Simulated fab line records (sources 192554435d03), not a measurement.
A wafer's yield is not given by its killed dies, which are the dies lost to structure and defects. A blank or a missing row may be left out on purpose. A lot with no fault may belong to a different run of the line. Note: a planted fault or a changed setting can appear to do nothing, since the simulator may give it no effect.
The same fault as seen by 3 desks || flow n5Finfet || each desk has only its own numbers; what lay behind them comes last

== AT THE METROLOGY DESK ==
What the gauges read for every lot (on any tool): the sampled wafers with a number, averaged. If a lot's mean is further than 4 standard deviations from the usual mean, the lot is out of limits and carries the mark OUT (the distance appears in the brackets).
Columns: A = cdNm at N5_BEOL_M11_CD_MEAS_18, usual 69.7 nm
{"lot": "L965", "first seen here": "day 12 07:22", "A": 70.1}
{"lot": "L966", "first seen here": "day 12 14:01", "A": 69.2}
{"lot": "L967", "first seen here": "day 12 20:58", "A": 69.7}
{"lot": "L971", "first seen here": "day 13 14:35", "A": 69.5}
{"lot": "L969", "first seen here": "day 13 19:18", "A": 69.7}
{"lot": "L974", "first seen here": "day 14 03:40", "A": 69.1}
{"lot": "L981", "first seen here": "day 16 08:40", "A": 70.2}
{"lot": "L982", "first seen here": "day 16 22:30", "A": 69.5}
{"lot": "L984", "first seen here": "day 17 01:26", "A": 70.0}
{"lot": "L985", "first seen here": "day 17 06:13", "A": 69.8}
{"lot": "L986", "first seen here": "day 17 15:03", "A": 70.0}
This desk found nothing out of limits on any of the 11 lots.

== FOR THE TOOL OWNER'S DESK: rieMetal-03 ==
The tool's own readings at N5_BEOL_M11_HM_OPEN_17 (chemistry Cl2/BCl3, target TiN, target depth 20 nm, overetch 6 nm): means of the sampled wafers that have a number, for each lot that ran on this tool. If a lot's mean is further than 4 standard deviations from the usual mean, the lot is out of limits and carries the mark OUT (the distance appears in the brackets).
Columns: A = drypumpMotorCurrentA at N5_BEOL_M11_HM_OPEN_17, usual 5.86 A; B = oesProductAu at N5_BEOL_M11_HM_OPEN_17, usual 0.66 a.u.; C = throttleValvePct at N5_BEOL_M11_HM_OPEN_17, usual 22.09 %
{"lot": "L966", "first seen here": "day 12 13:50", "A": 5.92, "B": 0.78, "C": 22.09}
{"lot": "L974", "first seen here": "day 14 03:29", "A": 5.89, "B": 0.73, "C": 22.01}
{"lot": "L981", "first seen here": "day 16 08:28", "A": 5.89, "B": 0.71, "C": 22.03}
{"lot": "L982", "first seen here": "day 16 22:13", "A": 5.87, "B": 0.70, "C": 22.03}
This desk found nothing out of limits on any of the 4 lots.

== THE DEFECT DESK ==
Lot by lot, what the route's inspections counted, given as the mean of those sampled wafers with a number. If a lot's mean is further than 4 standard deviations from the usual mean, the lot is out of limits and carries the mark OUT (the distance appears in the brackets).
Columns: A = rawDefectCount at N5_BEOL_M11_INSPECT_30, usual 419
{"lot": "L965", "first seen here": "day 12 07:50", "A": 340}
{"lot": "L966", "first seen here": "day 12 14:43", "A": 509}
{"lot": "L967", "first seen here": "day 13 01:35", "A": 534}
{"lot": "L971", "first seen here": "day 13 15:31", "A": 453}
{"lot": "L969", "first seen here": "day 13 20:39", "A": 574}
{"lot": "L974", "first seen here": "day 14 07:25", "A": 528}
{"lot": "L981", "first seen here": "day 16 09:16", "A": 669}
{"lot": "L982", "first seen here": "day 16 23:58", "A": 588}
{"lot": "L984", "first seen here": "day 17 01:53", "A": 444}
{"lot": "L985", "first seen here": "day 17 07:44", "A": 326}
{"lot": "L986", "first seen here": "day 17 15:30", "A": 297}
This desk found nothing out of limits on any of the 11 lots.

== PUT TOGETHER ==
From the metrology desk's view, nothing was out of limits.
The desk of the tool owner found nothing out of limits.
Nothing out of limits was seen by the defect desk.

== WHAT HAD BEEN PUT IN BY THE SIMULATOR ==
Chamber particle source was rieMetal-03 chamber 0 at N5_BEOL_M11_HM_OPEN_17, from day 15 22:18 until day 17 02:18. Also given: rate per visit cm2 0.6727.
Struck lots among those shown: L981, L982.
